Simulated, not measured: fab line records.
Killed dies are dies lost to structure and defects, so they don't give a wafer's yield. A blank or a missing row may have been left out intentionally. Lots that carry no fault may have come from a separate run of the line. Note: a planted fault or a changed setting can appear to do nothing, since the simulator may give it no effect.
Chamber matching || flow n5-finfet || 3 sister chambers for N5_BEOL_M11_DEP_56 on pecvd-04
The step deposits SiCN from 3MS/NH3, target thk 30 nm, time 10.5 s. 24 wafers are shown with their chamber, then 12 later ones without.

== EACH WAFER AND ITS CHAMBER ==
{"wafer": "L074.3", "chamber": 2, "throttle-valve-pct (%)": 16.9, "showerhead-plenum-p-Torr (Torr)": 4.164}
{"wafer": "L074.4", "chamber": 0, "throttle-valve-pct (%)": 18.2, "showerhead-plenum-p-Torr (Torr)": 4.143}
{"wafer": "L074.5", "chamber": 2, "throttle-valve-pct (%)": 16.9, "showerhead-plenum-p-Torr (Torr)": 4.160}
{"wafer": "L077.2", "chamber": 0, "throttle-valve-pct (%)": 18.4, "showerhead-plenum-p-Torr (Torr)": 4.140}
{"wafer": "L077.3", "chamber": 1, "throttle-valve-pct (%)": 18.8, "showerhead-plenum-p-Torr (Torr)": 4.123}
{"wafer": "L077.6", "chamber": 0, "throttle-valve-pct (%)": 18.4, "showerhead-plenum-p-Torr (Torr)": 4.134}
{"wafer": "L079.2", "chamber": 1, "throttle-valve-pct (%)": 18.8, "showerhead-plenum-p-Torr (Torr)": 4.122}
{"wafer": "L079.3", "chamber": 2, "throttle-valve-pct (%)": 17.1, "showerhead-plenum-p-Torr (Torr)": 4.170}
{"wafer": "L079.4", "chamber": 2, "throttle-valve-pct (%)": 16.8, "showerhead-plenum-p-Torr (Torr)": 4.164}
{"wafer": "L080.2", "chamber": 0, "throttle-valve-pct (%)": 18.5, "showerhead-plenum-p-Torr (Torr)": 4.136}
{"wafer": "L080.4", "chamber": 0, "throttle-valve-pct (%)": 18.3, "showerhead-plenum-p-Torr (Torr)": 4.135}
{"wafer": "L080.5", "chamber": 1, "throttle-valve-pct (%)": 19.0, "showerhead-plenum-p-Torr (Torr)": 4.117}
{"wafer": "L082.1", "chamber": 0, "throttle-valve-pct (%)": 18.2, "showerhead-plenum-p-Torr (Torr)": 4.137}
{"wafer": "L082.3", "chamber": 1, "throttle-valve-pct (%)": 18.9, "showerhead-plenum-p-Torr (Torr)": 4.122}
{"wafer": "L082.6", "chamber": 1, "throttle-valve-pct (%)": 19.1, "showerhead-plenum-p-Torr (Torr)": 4.114}
{"wafer": "L085.2", "chamber": 0, "throttle-valve-pct (%)": 18.3, "showerhead-plenum-p-Torr (Torr)": 4.135}
{"wafer": "L085.3", "chamber": 1, "throttle-valve-pct (%)": 18.9, "showerhead-plenum-p-Torr (Torr)": 4.118}
{"wafer": "L085.6", "chamber": 0, "throttle-valve-pct (%)": 18.5, "showerhead-plenum-p-Torr (Torr)": 4.143}
{"wafer": "L084.1", "chamber": 1, "throttle-valve-pct (%)": 19.2, "showerhead-plenum-p-Torr (Torr)": 4.117}
{"wafer": "L084.3", "chamber": 0, "throttle-valve-pct (%)": 18.5, "showerhead-plenum-p-Torr (Torr)": 4.132}
{"wafer": "L084.5", "chamber": 2, "throttle-valve-pct (%)": 17.1, "showerhead-plenum-p-Torr (Torr)": 4.168}
{"wafer": "L087.1", "chamber": 1, "throttle-valve-pct (%)": 19.0, "showerhead-plenum-p-Torr (Torr)": 4.130}
{"wafer": "L087.2", "chamber": 2, "throttle-valve-pct (%)": 17.3, "showerhead-plenum-p-Torr (Torr)": 4.168}
{"wafer": "L087.6", "chamber": 1, "throttle-valve-pct (%)": 19.1, "showerhead-plenum-p-Torr (Torr)": 4.124}

SIGNATURES (means of the wafers above)
{"reading": "throttle-valve-pct", "chamber 0": 18.367, "chamber 1": 18.978, "chamber 2": 17.017, "scatter within a chamber": 0.145}
{"reading": "showerhead-plenum-p-Torr", "chamber 0": 4.13722, "chamber 1": 4.12078, "chamber 2": 4.16567, "scatter within a chamber": 0.00423}
Rule: for each reading, subtract the chamber's mean from the wafer's reading, divide by that reading's scatter and square the result; add these up over the readings and take the root, which gives the wafer's distance from the chamber. If the next closest chamber is less than 2 further off than the closest, the wafer can't be placed; otherwise it belongs to the closest. The scatter: take each reading less its chamber's mean, square it, sum over the shown wafers, divide by the number of wafers less the number of chambers, and take the root.

== WAFERS WITHOUT THEIR CHAMBER ==
{"wafer": "L090.2", "throttle-valve-pct (%)": 17.3, "showerhead-plenum-p-Torr (Torr)": 4.169}
{"wafer": "L090.3", "throttle-valve-pct (%)": 19.0, "showerhead-plenum-p-Torr (Torr)": 4.124}
{"wafer": "L090.6", "throttle-valve-pct (%)": 17.5, "showerhead-plenum-p-Torr (Torr)": 4.155}
{"wafer": "L094.1", "throttle-valve-pct (%)": 18.5, "showerhead-plenum-p-Torr (Torr)": 4.146}
{"wafer": "L094.3", "throttle-valve-pct (%)": 19.0, "showerhead-plenum-p-Torr (Torr)": 4.120}
{"wafer": "L094.4", "throttle-valve-pct (%)": 17.4, "showerhead-plenum-p-Torr (Torr)": 4.158}
{"wafer": "L095.1", "throttle-valve-pct (%)": 19.1, "showerhead-plenum-p-Torr (Torr)": 4.127}
{"wafer": "L095.3", "throttle-valve-pct (%)": 17.2, "showerhead-plenum-p-Torr (Torr)": 4.168}
{"wafer": "L095.6", "throttle-valve-pct (%)": 19.1, "showerhead-plenum-p-Torr (Torr)": 4.115}
{"wafer": "L097.2", "throttle-valve-pct (%)": 18.3, "showerhead-plenum-p-Torr (Torr)": 4.138}
{"wafer": "L097.3", "throttle-valve-pct (%)": 19.0, "showerhead-plenum-p-Torr (Torr)": 4.117}
{"wafer": "L097.6", "throttle-valve-pct (%)": 17.4, "showerhead-plenum-p-Torr (Torr)": 4.164}

== THE CHAMBER EACH PASSED THROUGH ==
{"wafer": "L090.2", "from the rows above": 2, "in truth": 2}
{"wafer": "L090.3", "from the rows above": 1, "in truth": 1}
{"wafer": "L090.6", "from the rows above": 2, "in truth": 2}
{"wafer": "L094.1", "from the rows above": 0, "in truth": 0}
{"wafer": "L094.3", "from the rows above": 1, "in truth": 1}
{"wafer": "L094.4", "from the rows above": 2, "in truth": 2}
{"wafer": "L095.1", "from the rows above": 1, "in truth": 1}
{"wafer": "L095.3", "from the rows above": 2, "in truth": 2}
{"wafer": "L095.6", "from the rows above": 1, "in truth": 1}
{"wafer": "L097.2", "from the rows above": 0, "in truth": 0}
{"wafer": "L097.3", "from the rows above": 1, "in truth": 1}
{"wafer": "L097.6", "from the rows above": 2, "in truth": 2}
Correct placement for 12 of the 12. Left unplaced by these rows: 0. 0 placed wrongly.
